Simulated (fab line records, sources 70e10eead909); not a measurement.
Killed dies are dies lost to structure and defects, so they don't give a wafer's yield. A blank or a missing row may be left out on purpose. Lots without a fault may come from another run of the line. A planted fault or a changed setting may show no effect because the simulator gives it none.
Tool commonality check | flow nand_harc | 12 lots, 36 wafers sampled

WHY IT WAS OPENED
At NHARC_P_GATE_INSPECT_28 the reading raw_defect_count is flagged on 2 of 12 lots. Wafers without a fault read 5.9, standard deviation 2.9.
Rule: a lot is flagged when every wafer of it that has a number lies more than 4 standard deviations from that mean, or none has a number. The other lots count as sound.

lot  | measured     | on                | raw_defect_count, wafer by wafer | flag
L543 | day 4 18:25  | defect_inspect-02 | 4 3 2                            |
L544 | day 5 01:29  | defect_inspect-01 | 4 5 1                            |
L545 | day 5 02:14  | defect_inspect-02 | 3 5 6                            |
L548 | day 6 05:07  | defect_inspect-01 | 4 13 5                           |
L551 | day 6 17:41  | defect_inspect-02 | 9 5 4                            |
L553 | day 7 00:06  | defect_inspect-02 | 6 4 11                           |
L552 | day 7 00:36  | defect_inspect-02 | 3 8 4                            |
L557 | day 8 04:39  | defect_inspect-01 | 4 7 9                            |
L554 | day 8 05:11  | defect_inspect-01 | 9 5 6                            |
L564 | day 9 17:34  | defect_inspect-01 | 38 39 24                         | FLAGGED
L563 | day 9 17:43  | defect_inspect-01 | 27 36 50                         | FLAGGED
L566 | day 10 16:52 | defect_inspect-01 | 6 7 4                            |
The numbers of the flagged lots are 35.7 on average: +29.8 against the usual, or +10 standard deviations.

WHICH TOOL RAN EACH LOT
The record holds 1 process step before the reading, out of a route of 1159 steps. In each cell: the tool, then ch and the chambers that the sampled wafers went through, then the start.
lot  | flag    | NHARC_P_GATE_OXIDE_02
L543 |         | furnace-01 ch 0, day 3 22:51
L544 |         | furnace-04 ch 0, day 4 06:39
L545 |         | furnace-04 ch 0, day 4 06:39
L548 |         | furnace-08 ch 0, day 5 06:07
L551 |         | furnace-04 ch 0, day 5 22:17
L553 |         | furnace-04 ch 0, day 6 04:21
L552 |         | furnace-04 ch 0, day 6 04:21
L557 |         | furnace-04 ch 0, day 7 04:32
L554 |         | furnace-04 ch 0, day 7 04:32
L564 | FLAGGED | furnace-01 ch 0, day 8 22:35
L563 | FLAGGED | furnace-01 ch 0, day 8 22:35
L566 |         | furnace-04 ch 0, day 9 16:28
What these steps do:
- NHARC_P_GATE_OXIDE_02: material SiO2, target thk 37.5 nm, ox time 365 s.
- NHARC_P_GATE_INSPECT_28

FLAGGED OVER TOTAL, TOOL BY TOOL (the gauges that took the reading come last)
step                    | tool              | lots run | flagged | share of the flagged lots | sound lots run after its first flagged lot
NHARC_P_GATE_OXIDE_02   | furnace-01        | 3        | 2       | all                       | 0
NHARC_P_GATE_OXIDE_02   | furnace-04        | 8        | 0       | none                      | -
NHARC_P_GATE_OXIDE_02   | furnace-08        | 1        | 0       | none                      | -
NHARC_P_GATE_INSPECT_28 | defect_inspect-01 | 7        | 2       | all                       | 1 (L566)
NHARC_P_GATE_INSPECT_28 | defect_inspect-02 | 5        | 0       | none                      | -

WHAT THE TABLE ALLOWS
2 rows of the table ran every flagged lot: furnace-01 at NHARC_P_GATE_OXIDE_02, defect_inspect-01 at NHARC_P_GATE_INSPECT_28.
- furnace-01 at NHARC_P_GATE_OXIDE_02: 2 of its 3 lots flagged. Its last sound lot is L543 (day 3 22:51), its first flagged lot L563 (day 8 22:35): a fault that began between those two fits.
- defect_inspect-01 at NHARC_P_GATE_INSPECT_28: 2 of its 7 lots flagged. Sound lots ran on it after the first flagged one (L566), which a lasting fault on the whole tool wouldn't allow.
One tool is left: furnace-01 at NHARC_P_GATE_OXIDE_02.

WHAT THE SIMULATOR HAD PUT IN
Chamber particle source: furnace-01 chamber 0, from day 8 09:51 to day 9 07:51, at NHARC_P_GATE_OXIDE_02. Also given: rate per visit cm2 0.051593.
Lots struck among those shown: L564, L563. The rule above found the same.
